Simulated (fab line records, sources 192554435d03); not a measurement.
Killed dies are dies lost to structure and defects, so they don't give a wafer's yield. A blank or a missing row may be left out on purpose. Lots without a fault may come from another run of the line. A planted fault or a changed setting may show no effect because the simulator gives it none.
fab line records | flow n5_finfet
record lots=24 wafers=72 last_day=20
route steps=1938 shown BEOL_M4@1088 BEOL_M5@1116
lots that met no fault: from a run of the same line without faults
start_h: hours from the record's first day to the start of the lot's first wafer shown | wait_h: hours since the lot's step before | " the same as in the row above | L1.1+2: a row that stands for several wafers | - no value, or no start given | * or withheld: withheld | < > ~ a bound
route shown NAME@n: a module of which the file shows steps, and the number in the route of the first | usual: mean/standard deviation of fault-free wafers | same: alike in all rows | chamber/n: place in a boat | sites: the reading at each site | _std_site: their standard deviation | _edge_site: outer sites' mean less inner sites' | radius_mm: how far each site lies from the wafer's centre | mask NAME#n: copy n | behind: the tool/chamber that last shaped the wafer | hold: why the lot was held/for how many hours/how that ended | device: the transistor (n, p or np) that didn't switch | end of line: the same wafers' tests at the end of the route | a step without rows: its recipe alone | killed: dies lost to structure and defects at the first sort, not the wafer's yield | map: a wafer's dies, x killed, . not, _ none there
set.NAME: the setting as run; set.NAME@STEP: as run at that earlier step | model.NAME: the simulator's own value behind a step, which no gauge read
steps of the route over a sample of lots; a table a step, a row a wafer
services: from which hour (start_h, from the record's first day; less than 0 if before it) a tool's chamber was out of use, for how many hours, and why
## steps
# step N5_BEOL_M4_SPUTTER_81
# recipe material=Cu target_thk_a=45 temp_c=-20 chamber_pressure_pa=0.07 power_w=withheld time_s=8.29
# usual chamber_pressure_pa=0.07/0.00014 throttle_valve_pct=29.6/0.89
# columns lot.wafer tool chamber start_h wait_h chamber_pressure_pa throttle_valve_pct
L074.2 pvd_sputter-01 - 191.79 0.1 0.0699 29.0
L074.3 " - " " 0.06995 30.7
L074.5 " - " " 0.07006 28.9
L075.3 pvd_sputter-03 - 215.21 0.1 0.07006 31.1
L075.5 " - " " 0.06984 28.3
L075.6 " - " " 0.07025 29.6
L078.1 pvd_sputter-03 - 219.65 0.1 0.07006 29.2
L078.3 " - " " 0.06994 28.5
L078.6 " - " " 0.0697 28.6
L076.1 pvd_sputter-03 - 221.49 0.1 0.06998 28.7
L076.4 " - " " 0.06993 30.9
L076.5 " - " " 0.06985 29.1
L077.1 pvd_sputter-03 - 224.89 0.1 0.06983 28.6
L077.4 " - " " 0.07039 29.1
L077.5 " - " " 0.07008 28.7
L079.1 pvd_sputter-03 - 234.18 0.1 0.07006 29.6
L079.4 " - " " 0.06984 29.0
L079.6 " - " " 0.06993 28.4
L082.2 pvd_sputter-01 - 248.07 0.1 0.07031 30.6
L082.4 " - " " 0.07019 28.9
L082.5 " - " " 0.06992 28.4
L083.2 pvd_sputter-03 - 249.65 0.1 0.06987 31.3
L083.5 " - " " 0.06994 31.3
L083.6 " - " " 0.06991 29.7
L081.2 pvd_sputter-02 - 254.20 0.1 0.06982 29.1
L081.3 " - " " 0.06993 29.5
L081.4 " - " " 0.06962 29.5
L080.1 pvd_sputter-01 - 259.19 0.1 0.06987 28.8
L080.3 " - " " 0.06993 28.7
L080.6 " - " " 0.07013 30.7
L084.1 pvd_sputter-01 - 267.84 0.1 0.07005 30.6
L084.4 " - " " 0.07002 28.2
L084.6 " - " " 0.07015 28.3
L085.1 pvd_sputter-02 - 273.28 0.1 0.06983 29.3
L085.2 " - " " 0.06984 29.6
L085.4 " - " " 0.07011 28.8
L088.1 pvd_sputter-01 - 275.05 0.1 0.0698 29.3
L088.2 " - " " 0.07001 30.3
L088.6 " - " " 0.06971 29.1
L087.1 pvd_sputter-01 - 285.80 0.1 0.06998 28.7
L087.2 " - " " 0.06982 30.6
L087.4 " - " " 0.06989 28.7
L086.2 pvd_sputter-01 - 297.41 0.1 0.07003 28.8
L086.4 " - " " 0.07015 30.5
L086.6 " - " " 0.07008 30.5
L091.1 pvd_sputter-02 - 297.50 0.1 0.07015 29.3
L091.4 " - " " 0.07017 28.9
L091.5 " - " " 0.06982 29.6
L089.1 pvd_sputter-03 - 297.88 0.1 0.06986 28.6
L089.2 " - " " 0.06989 29.0
L089.6 " - " " 0.06994 31.1
L093.3 pvd_sputter-02 - 314.79 0.1 0.07016 30.3
L093.4 " - " " 0.07014 29.0
L093.6 " - " " 0.06994 29.8
L090.1 pvd_sputter-03 - 317.37 0.1 0.07021 30.1
L090.3 " - " " 0.06991 28.6
L090.5 " - " " 0.07 31.2
L092.1 pvd_sputter-01 - 320.98 0.1 0.06998 30.6
L092.3 " - " " 0.06981 28.3
L092.5 " - " " 0.06985 28.5
L094.4 pvd_sputter-02 - 328.86 0.0 0.06991 30.4
L094.5 " - " " 0.07018 29.2
L094.6 " - " " 0.07006 28.8
L096.2 pvd_sputter-03 - 336.76 0.1 0.06998 31.0
L096.3 " - " " 0.07013 29.0
L096.4 " - " " 0.06995 29.8
L095.2 pvd_sputter-03 - 343.56 0.1 0.06994 29.1
L095.4 " - " " 0.06997 29.7
L095.5 " - " " 0.07013 30.9
L097.1 pvd_sputter-02 - 346.81 0.1 0.07 28.9
L097.4 " - " " 0.07008 29.6
L097.6 " - " " 0.07011 30.5
# step N5_BEOL_M4_ANNEAL_87
# recipe temp_c=400 time_s=240 ambient=vacuum
# usual heater_power_w=822/57
# columns lot.wafer tool chamber start_h wait_h heater_power_w
L074.2 pvd_sputter-01 - 192.09 0.0 901
L074.3 " - " " 867
L074.5 " - " " 919
L075.3 pvd_sputter-03 - 215.51 0.0 792
L075.5 " - " " 832
L075.6 " - " " 822
L078.1 pvd_sputter-03 - 219.95 0.0 779
L078.3 " - " " 819
L078.6 " - " " 831
L076.1 pvd_sputter-03 - 221.79 0.0 854
L076.4 " - " " 778
L076.5 " - " " 823
L077.1 pvd_sputter-03 - 225.19 0.0 853
L077.4 " - " " 794
L077.5 " - " " 790
L079.1 pvd_sputter-03 - 234.48 0.0 889
L079.4 " - " " 809
L079.6 " - " " 829
L082.2 pvd_sputter-01 - 248.37 0.0 874
L082.4 " - " " 908
L082.5 " - " " 754
L083.2 pvd_sputter-03 - 249.95 0.0 777
L083.5 " - " " 789
L083.6 " - " " 903
L081.2 pvd_sputter-02 - 254.50 0.0 774
L081.3 " - " " 716
L081.4 " - " " 764
L080.1 pvd_sputter-01 - 259.49 0.0 909
L080.3 " - " " 739
L080.6 " - " " 839
L084.1 pvd_sputter-01 - 268.14 0.0 854
L084.4 " - " " 722
L084.6 " - " " 754
L085.1 pvd_sputter-02 - 273.58 0.0 777
L085.2 " - " " 715
L085.4 " - " " 797
L088.1 pvd_sputter-01 - 275.35 0.0 909
L088.2 " - " " 859
L088.6 " - " " 898
L087.1 pvd_sputter-01 - 286.10 0.0 753
L087.2 " - " " 864
L087.4 " - " " 911
L086.2 pvd_sputter-01 - 297.71 0.0 926
L086.4 " - " " 860
L086.6 " - " " 833
L091.1 pvd_sputter-02 - 297.80 0.0 769
L091.4 " - " " 798
L091.5 " - " " 730
L089.1 pvd_sputter-03 - 298.18 0.0 847
L089.2 " - " " 805
L089.6 " - " " 769
L093.3 pvd_sputter-02 - 315.09 0.0 851
L093.4 " - " " 805
L093.6 " - " " 718
L090.1 pvd_sputter-03 - 317.67 0.0 879
L090.3 " - " " 847
L090.5 " - " " 784
L092.1 pvd_sputter-01 - 321.28 0.0 840
L092.3 " - " " 752
L092.5 " - " " 758
L094.4 pvd_sputter-02 - 329.19 0.1 858
L094.5 " - " " 765
L094.6 " - " " 792
L096.2 pvd_sputter-03 - 337.06 0.0 760
L096.3 " - " " 807
L096.4 " - " " 912
L095.2 pvd_sputter-03 - 343.86 0.0 795
L095.4 " - " " 883
L095.5 " - " " 769
L097.1 pvd_sputter-02 - 347.12 0.0 795
L097.4 " - " " 701
L097.6 " - " " 882
# step N5_BEOL_M4_ANNEAL_89
# recipe temp_c=400 time_s=240 ambient=vacuum
# usual heater_power_w=821/55
# columns lot.wafer tool chamber start_h wait_h heater_power_w
L074.2 pvd_sputter-01 - 192.31 0.0 894
L074.3 " - " " 839
L074.5 " - " " 879
L075.3 pvd_sputter-03 - 215.73 0.0 767
L075.5 " - " " 857
L075.6 " - " " 812
L078.1 pvd_sputter-03 - 220.17 0.0 793
L078.3 " - " " 840
L078.6 " - " " 833
L076.1 pvd_sputter-03 - 222.01 0.0 844
L076.4 " - " " 785
L076.5 " - " " 808
L077.1 pvd_sputter-03 - 225.41 0.0 813
L077.4 " - " " 818
L077.5 " - " " 797
L079.1 pvd_sputter-03 - 234.70 0.0 865
L079.4 " - " " 782
L079.6 " - " " 846
L082.2 pvd_sputter-01 - 248.59 0.0 864
L082.4 " - " " 904
L082.5 " - " " 744
L083.2 pvd_sputter-03 - 250.17 0.0 781
L083.5 " - " " 794
L083.6 " - " " 892
L081.2 pvd_sputter-02 - 254.72 0.0 790
L081.3 " - " " 714
L081.4 " - " " 782
L080.1 pvd_sputter-01 - 259.71 0.0 922
L080.3 " - " " 758
L080.6 " - " " 857
L084.1 pvd_sputter-01 - 268.36 0.0 833
L084.4 " - " " 744
L084.6 " - " " 741
L085.1 pvd_sputter-02 - 273.80 0.0 760
L085.2 " - " " 722
L085.4 " - " " 783
L088.1 pvd_sputter-01 - 275.57 0.0 891
L088.2 " - " " 846
L088.6 " - " " 920
L087.1 pvd_sputter-01 - 286.32 0.0 738
L087.2 " - " " 846
L087.4 " - " " 906
L086.2 pvd_sputter-01 - 297.93 0.0 921
L086.4 " - " " 860
L086.6 " - " " 848
L091.1 pvd_sputter-02 - 298.02 0.0 757
L091.4 " - " " 804
L091.5 " - " " 701
L089.1 pvd_sputter-03 - 298.40 0.0 839
L089.2 " - " " 807
L089.6 " - " " 780
L093.3 pvd_sputter-02 - 315.31 0.0 855
L093.4 " - " " 791
L093.6 " - " " 698
L090.1 pvd_sputter-03 - 317.89 0.0 905
L090.3 " - " " 817
L090.5 " - " " 784
L092.1 pvd_sputter-01 - 321.50 0.0 838
L092.3 " - " " 757
L092.5 " - " " 738
L094.4 pvd_sputter-02 - 329.41 0.1 845
L094.5 " - " " 747
L094.6 " - " " 799
L096.2 pvd_sputter-03 - 337.28 0.0 805
L096.3 " - " " 802
L096.4 " - " " 872
L095.2 pvd_sputter-03 - 344.08 0.0 805
L095.4 " - " " 882
L095.5 " - " " 807
L097.1 pvd_sputter-02 - 347.34 0.0 796
L097.4 " - " " 716
L097.6 " - " " 856
# step N5_BEOL_M5_HM_DEP_02
# recipe material=TiN target_thk_a=200 temp_c=25 chamber_pressure_pa=0.49996
# usual chamber_pressure_pa=0.4998/0.00099 throttle_valve_pct=29.7/0.89
# columns lot.wafer tool chamber start_h wait_h chamber_pressure_pa throttle_valve_pct
L074.2 pvd_sputter-02 - 198.10 1.2 0.4993 30.3
L074.3 " - " " 0.4993 29.1
L074.5 " - " " 0.4987 30.0
L075.3 pvd_sputter-02 - 223.11 3.9 0.4992 29.5
L075.5 " - " " 0.5020 30.6
L075.6 " - " " 0.4993 29.3
L078.1 pvd_sputter-02 - 223.72 0.0 0.5003 29.1
L078.3 " - " " 0.4987 29.6
L078.6 " - " " 0.4989 29.4
L076.1 pvd_sputter-03 - 226.67 1.1 0.5001 31.1
L076.4 " - " " 0.5002 29.2
L076.5 " - " " 0.4996 28.5
L077.1 pvd_sputter-02 - 232.23 3.0 0.4986 29.8
L077.4 " - " " 0.4992 29.2
L077.5 " - " " 0.5004 30.3
L079.1 pvd_sputter-01 - 240.45 2.2 0.4996 28.3
L079.4 " - " " 0.4976 30.7
L079.6 " - " " 0.4998 28.7
L082.2 pvd_sputter-03 - 254.13 2.0 0.4989 31.1
L082.4 " - " " 0.5004 28.7
L082.5 " - " " 0.5004 28.8
L083.2 pvd_sputter-03 - 254.41 0.7 0.4989 29.9
L083.5 " - " " 0.4995 31.4
L083.6 " - " " 0.4996 29.7
L081.2 pvd_sputter-01 - 260.59 1.6 0.5000 30.4
L081.3 " - " " 0.4998 28.8
L081.4 " - " " 0.5006 28.4
L080.1 pvd_sputter-03 - 265.38 2.2 0.5010 28.4
L080.3 " - " " 0.5001 29.1
L080.6 " - " " 0.4998 28.4
L084.1 pvd_sputter-03 - 273.86 2.0 0.4993 29.2
L084.4 " - " " 0.5001 31.3
L084.6 " - " " 0.5016 30.9
L085.1 pvd_sputter-01 - 279.24 1.9 0.4984 30.5
L085.2 " - " " 0.5014 28.5
L085.4 " - " " 0.4989 30.6
L088.1 pvd_sputter-01 - 282.50 2.5 0.5014 28.9
L088.2 " - " " 0.4984 30.7
L088.6 " - " " 0.4999 28.9
L087.1 pvd_sputter-02 - 291.47 1.7 0.5018 30.4
L087.2 " - " " 0.4986 28.9
L087.4 " - " " 0.4982 29.5
L086.2 pvd_sputter-03 - 302.12 0.7 0.4996 28.6
L086.4 " - " " 0.4984 29.2
L086.6 " - " " 0.5003 31.3
L091.1 pvd_sputter-02 - 302.56 1.0 0.5018 30.6
L091.4 " - " " 0.4995 29.0
L091.5 " - " " 0.4987 29.3
L089.1 pvd_sputter-02 - 302.82 0.4 0.5006 29.3
L089.2 " - " " 0.4999 28.9
L089.6 " - " " 0.4994 28.7
L093.3 pvd_sputter-03 - 321.25 2.4 0.5003 29.3
L093.4 " - " " 0.4979 31.3
L093.6 " - " " 0.5003 31.0
L090.1 pvd_sputter-01 - 322.96 0.6 0.5028 28.6
L090.3 " - " " 0.4999 30.6
L090.5 " - " " 0.4983 30.5
L092.1 pvd_sputter-02 - 325.90 0.4 0.4999 29.0
L092.3 " - " " 0.4999 29.1
L092.5 " - " " 0.5018 29.4
L094.4 pvd_sputter-02 - 334.51 1.6 0.4995 30.4
L094.5 " - " " 0.5008 29.2
L094.6 " - " " 0.5013 28.8
L096.2 pvd_sputter-01 - 341.60 0.7 0.4999 29.0
L096.3 " - " " 0.4994 28.3
L096.4 " - " " 0.4989 30.6
L095.2 pvd_sputter-01 - 348.40 0.8 0.4992 30.3
L095.4 " - " " 0.4985 28.8
L095.5 " - " " 0.4989 28.7
L097.1 pvd_sputter-01 - 351.82 0.3 0.4998 28.4
L097.4 " - " " 0.4992 30.6
L097.6 " - " " 0.5018 30.5
# step N5_BEOL_M5_DEGAS_44
# recipe ambient=vacuum temp_c=250 time_s=60
# usual heater_power_w=329/23
# columns lot.wafer tool chamber start_h wait_h heater_power_w
L074.2 pvd_sputter-01 - 203.32 0.4 369
L074.3 " - " " 302
L074.5 " - " " 371
L075.3 pvd_sputter-02 - 227.51 0.2 300
L075.5 " - " " 286
L075.6 " - " " 312
L078.1 pvd_sputter-02 - 227.63 0.4 352
L078.3 " - " " 317
L078.6 " - " " 315
L076.1 pvd_sputter-03 - 233.01 0.4 332
L076.4 " - " " 311
L076.5 " - " " 353
L077.1 pvd_sputter-03 - 236.46 0.4 337
L077.4 " - " " 354
L077.5 " - " " 314
L079.1 pvd_sputter-01 - 246.67 0.4 306
L079.4 " - " " 329
L079.6 " - " " 342
L082.2 pvd_sputter-01 - 257.17 0.7 331
L082.4 " - " " 306
L082.5 " - " " 303
L083.2 pvd_sputter-02 - 260.10 1.9 345
L083.5 " - " " 287
L083.6 " - " " 351
L081.2 pvd_sputter-02 - 263.52 0.5 323
L081.3 " - " " 287
L081.4 " - " " 337
L080.1 pvd_sputter-02 - 268.60 0.5 284
L080.3 " - " " 344
L080.6 " - " " 303
L084.1 pvd_sputter-01 - 276.75 0.3 376
L084.4 " - " " 340
L084.6 " - " " 310
L085.1 pvd_sputter-03 - 283.34 0.4 339
L085.2 " - " " 308
L085.4 " - " " 321
L088.1 pvd_sputter-03 - 291.32 1.5 331
L088.2 " - " " 314
L088.6 " - " " 360
L087.1 pvd_sputter-03 - 296.38 0.3 336
L087.2 " - " " 308
L087.4 " - " " 326
L089.1 pvd_sputter-01 - 306.88 0.3 339
L089.2 " - " " 361
L089.6 " - " " 367
L086.2 pvd_sputter-01 - 307.36 0.5 345
L086.4 " - " " 300
L086.6 " - " " 357
L091.1 pvd_sputter-01 - 307.52 0.6 367
L091.4 " - " " 339
L091.5 " - " " 337
L093.3 pvd_sputter-01 - 325.62 0.6 347
L093.4 " - " " 371
L093.6 " - " " 292
L090.1 pvd_sputter-03 - 328.89 0.9 323
L090.3 " - " " 315
L090.5 " - " " 322
L092.1 pvd_sputter-01 - 332.15 0.8 364
L092.3 " - " " 356
L092.5 " - " " 343
L094.4 pvd_sputter-02 - 338.27 0.2 310
L094.5 " - " " 307
L094.6 " - " " 339
L096.2 pvd_sputter-03 - 345.64 0.3 361
L096.3 " - " " 314
L096.4 " - " " 332
L095.2 pvd_sputter-01 - 352.44 0.6 341
L095.4 " - " " 300
L095.5 " - " " 300
L097.1 pvd_sputter-02 - 355.34 0.3 292
L097.4 " - " " 309
L097.6 " - " " 335
# step N5_BEOL_M5_DEP_56
# recipe material=SiCN target_thk_a=80 temp_c=withheld precursor=3MS/NH3 pressure_torr=3 rf_w=202 time_s=14
# usual showerhead_plenum_p_Torr=3.669/0.012 throttle_valve_pct=9.1/0.64
# columns lot.wafer tool chamber start_h wait_h showerhead_plenum_p_Torr throttle_valve_pct
L074.2 pecvd-01 0 209.39 0.0 3.666 9.6
L074.3 " 1 " " 3.663 9.2
L074.5 " 1 " " 3.665 9.2
L075.3 pecvd-02 2 233.54 0.0 3.679 8.2
L075.5 " 2 " " 3.680 8.2
L075.6 " 1 " " 3.663 9.5
L078.1 pecvd-01 2 234.16 0.0 3.674 8.7
L078.3 " 0 " " 3.665 9.5
L078.6 " 1 " " 3.661 9.2
L076.1 pecvd-03 0 239.31 0.0 3.689 10.5
L076.4 " 2 " " 3.653 9.1
L076.5 " 0 " " 3.684 10.6
L077.1 pecvd-03 1 242.41 0.0 3.680 8.5
L077.4 " 1 " " 3.678 8.8
L077.5 " 2 " " 3.649 9.1
L079.1 pecvd-02 1 252.89 0.0 3.661 9.6
L079.4 " 2 " " 3.676 8.0
L079.6 " 1 " " 3.670 9.3
L082.2 pecvd-01 1 263.66 0.0 3.667 9.2
L082.4 " 0 " " 3.658 9.6
L082.5 " 1 " " 3.661 9.1
L083.2 pecvd-02 1 266.07 0.0 3.680 9.1
L083.5 " 2 " " 3.674 8.3
L083.6 " 1 " " 3.668 9.9
L081.2 pecvd-01 0 270.93 0.0 3.662 9.7
L081.3 " 1 " " 3.661 9.2
L081.4 " 0 " " 3.665 9.5
L080.1 pecvd-03 1 274.80 0.0 3.687 8.6
L080.3 " 2 " " 3.652 8.9
L080.6 " 0 " " 3.688 10.6
L084.1 pecvd-03 2 282.83 0.0 3.646 8.9
L084.4 " 2 " " 3.643 9.0
L084.6 " 2 " " 3.669 9.0
L085.1 pecvd-01 1 289.42 0.0 3.660 9.4
L085.2 " 2 " " 3.658 8.8
L085.4 " 2 " " 3.659 8.7
L088.1 pecvd-03 1 297.28 0.0 3.672 8.5
L088.2 " 0 " " 3.691 10.6
L088.6 " 1 " " 3.674 8.7
L087.1 pecvd-02 2 304.36 0.0 3.681 8.0
L087.2 " 1 " " 3.658 9.5
L087.4 " 0 " " 3.681 9.0
L089.1 pecvd-02 2 313.07 0.0 3.681 8.1
L089.2 " 0 " " 3.685 9.2
L089.6 " 1 " " 3.662 9.4
L086.2 pecvd-03 2 313.74 0.0 3.654 8.9
L086.4 " 2 " " 3.655 9.1
L086.6 " 2 " " 3.653 8.7
L091.1 pecvd-01 1 314.92 0.0 3.650 9.2
L091.4 " 2 " " 3.666 8.6
L091.5 " 0 " " 3.664 9.5
L093.3 pecvd-02 0 331.68 0.0 3.686 9.2
L093.4 " 2 " " 3.678 8.3
L093.6 " 1 " " 3.675 9.6
L090.1 pecvd-01 1 335.27 0.0 3.658 8.9
L090.3 " 2 " " 3.664 8.8
L090.5 " 0 " " 3.657 9.5
L092.1 pecvd-03 0 338.16 0.0 3.675 10.3
L092.3 " 2 " " 3.645 9.0
L092.5 " 0 " " 3.684 10.7
L094.4 pecvd-01 1 345.09 0.0 3.665 9.1
L094.5 " 0 " " 3.658 9.9
L094.6 " 2 " " 3.661 8.6
L096.2 pecvd-02 0 351.86 0.0 3.687 9.5
L096.3 " 2 " " 3.680 8.0
L096.4 " 2 " " 3.683 8.3
L095.2 pecvd-03 1 359.90 0.0 3.671 8.5
L095.4 " 1 " " 3.681 8.6
L095.5 " 2 " " 3.657 8.8
L097.1 pecvd-03 2 363.23 0.0 3.653 9.2
L097.4 " 1 " " 3.670 8.6
L097.6 " 2 " " 3.647 9.1
## services
# columns tool chamber start_h hours kind
pecvd-02 - 189.15 0.8 pm
pecvd-01 - 194.92 1.3 repair
pecvd-02 2 202.38 - clean
pecvd-02 2 202.38 - consumable_replace:showerhead
pecvd-02 2 202.38 29.0 scheduled_down
pecvd-02 2 202.38 29.0 vent_cycle
pecvd-02 1 206.22 2.9 repair
pvd_sputter-01 - 219.23 4.0 repair
pecvd-03 1 226.92 4.8 repair
pecvd-03 - 255.03 14.6 pm
pecvd-02 - 270.32 28.1 pm
pecvd-03 0 280.98 5.5 scheduled_down
pecvd-01 - 295.80 14.6 pm
pecvd-03 0 307.10 28.4 repair
pecvd-02 1 319.53 5.5 scheduled_down
## key
fault none
